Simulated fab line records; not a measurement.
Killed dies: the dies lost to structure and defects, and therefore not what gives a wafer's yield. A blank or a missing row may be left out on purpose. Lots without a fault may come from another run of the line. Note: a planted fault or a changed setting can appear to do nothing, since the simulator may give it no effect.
Comparing a struck lot with a sound one	flow nand_harc	17 steps out of a route of 1302
Sound: wafers L904.2, L904.5, L904.6. Struck: wafers L909.2, L909.3, L909.6. Last of all comes the cause.
Each step with rows lists, per side, the tool, then ch with its chambers, then its first start. Under that, the readings that differ: sound wafers	struck wafers	difference of the means	sigmas: that difference in standard deviations of wafers without a fault.
alike: readings with means less than 2 such deviations apart, plus words and numbers identical on both sides. not compared: withheld readings, readings lacking a value on some wafer, bounds such as >300 that could conceal the same value, and numbers that have no deviation in the record and whose values overlap.
Wherever a step has rows on one side only, a row that says differs or no value, or a row with sigmas, the two part there. Numbers that don't overlap but have no deviation are shown without sigmas and don't part them. A reading missing from all wafers of one side parts the sides only when that side holds two or more wafers.

first, 2 steps without rows for these wafers: NHARC_A_CHANNEL_HOLE_D1_STRIP_42 (strips in CF4/CHF3); NHARC_A_CHANNEL_HOLE_D1_STRIP_43 (strips in O2/COS).
NHARC_A_CHANNEL_HOLE_D1_ETCH_44: etches the open film in CF4/O2, target depth 140 nm, overetch 14 nm, time 77 s.
  sound on rie_diel-02 ch 0,1,2, day 12 05:25; struck on rie_diel-02 ch 0,1,2, day 14 01:38
  alike: drypump_motor_current_A, o2_flow_sccm, oes_product_au, rf_vpp_V, showerhead_plenum_p_Torr, throttle_valve_pct
  not compared: rf_hours_counter_h
NHARC_A_CHANNEL_HOLE_D1_STRIP_27: strips in O2.
  sound: rie_diel-02 ch 0,3; struck: rie_diel-02 ch 0,1,3
  alike: drypump_motor_current_A, o2_flow_sccm, oes_product_au, rf_vpp_V, showerhead_plenum_p_Torr, throttle_valve_pct
  not compared: rf_hours_counter_h
then, 2 steps without rows for these wafers: NHARC_A_CHANNEL_HOLE_D1_PRECLEAN_28 (cleans in SC1); NHARC_A_CHANNEL_HOLE_D1_SRD_29.
NHARC_A_CHANNEL_HOLE_D1_CD_MEAS_30:
  sound: cd_sem-03 at day 12 06:12; struck: cd_sem-03 at day 14 02:25
  alike: cd_nm
NHARC_A_CHANNEL_HOLE_D1_XSEM_31:
  sound on xsem-02 ch 0, day 12 06:17; struck on xsem-02 ch 0, day 14 02:31
  alike: bot_cd_nm, bow_nm, tilt_deg
NHARC_A_CHANNEL_HOLE_D1_INSPECT_40:
  sound: defect_inspect-02 at day 12 06:23; struck: defect_inspect-02 at day 14 02:37
  alike: raw_defect_count
then, 2 steps without rows for these wafers: NHARC_A_CHANNEL_FILL_D1_PRECLEAN_00 (cleans in SC1); NHARC_A_CHANNEL_FILL_D1_SRD_01.
NHARC_A_CHANNEL_FILL_D1_ALD_02: deposits SiO2, target thk 6 nm, pulse time 10 s, ald cycles 60.
  sound on ald_hk-02 ch 1,2, day 12 06:52; struck on ald_hk-01 ch 2,3, day 14 02:49
  alike: heater_power_outer_w, heater_power_w, precursor_pulse_height_rel, susceptor_temp_C
NHARC_A_CHANNEL_FILL_D1_ALD_03: deposits SiNx, target thk 6 nm, pulse time 60 s, ald cycles 58.
  sound on ald_sin_batch-01 ch 0, day 12 10:45; struck on ald_sin_batch-01 ch 0, day 14 06:16
reading	sound	struck	difference	sigmas
susceptor_temp_C (C)	629.6 629.6 630.0	- - -	no value on the struck wafers	
  alike: precursor_pulse_height_rel
NHARC_A_CHANNEL_FILL_D1_ALD_14: deposits SiO2, target thk 2.5 nm, pulse time 10 s, ald cycles 25.
  sound on ald_hk-01 ch 1,2,3, day 12 14:26; struck on ald_hk-03 ch 0,3, day 14 09:49
  alike: heater_power_outer_w, heater_power_w, precursor_pulse_height_rel, susceptor_temp_C
NHARC_A_CHANNEL_FILL_D1_ALD_15: deposits SiNx, target thk 2 nm, pulse time 60 s, ald cycles 19.
  sound on ald_sin_batch-03 ch 0, day 12 17:27; struck on ald_sin_batch-01 ch 0, day 14 12:56
reading	sound	struck	difference	sigmas
susceptor_temp_C (C)	- - -	603.87 603.36 603.79	no value on the sound wafers	
  alike: precursor_pulse_height_rel
then, 1 step without rows for these wafers: NHARC_A_CHANNEL_FILL_D1_ALD_16 (deposits SiO2, target thk 1.5 nm, pulse time 10 s, ald cycles 15).
-- jump in the record: it breaks off in module A_CHANNEL_FILL_D1 and resumes in module END (first step shown: number 1302 of the route), and 15 days separate the struck wafers' starts before and after --
NHARC_END_SORT_01:
  sound on prober-01 ch 0, day 28 12:33; struck on prober-02 ch 0, day 29 15:40
  alike: killed_at_array, killed_at_other, killed_at_periphery, killed_dies, killed_open, killed_short

== WHERE THEY PART ==
Last at NHARC_A_CHANNEL_FILL_D1_ALD_15 as far as this record goes, first at NHARC_A_CHANNEL_FILL_D1_ALD_03. Later steps at which nothing parts them and some readings are alike: NHARC_END_SORT_01.

WHY: the cause the simulator had injected
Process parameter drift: ald_sin_batch-01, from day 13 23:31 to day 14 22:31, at NHARC_A_CHANNEL_FILL_D1_ALD_03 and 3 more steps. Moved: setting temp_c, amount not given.
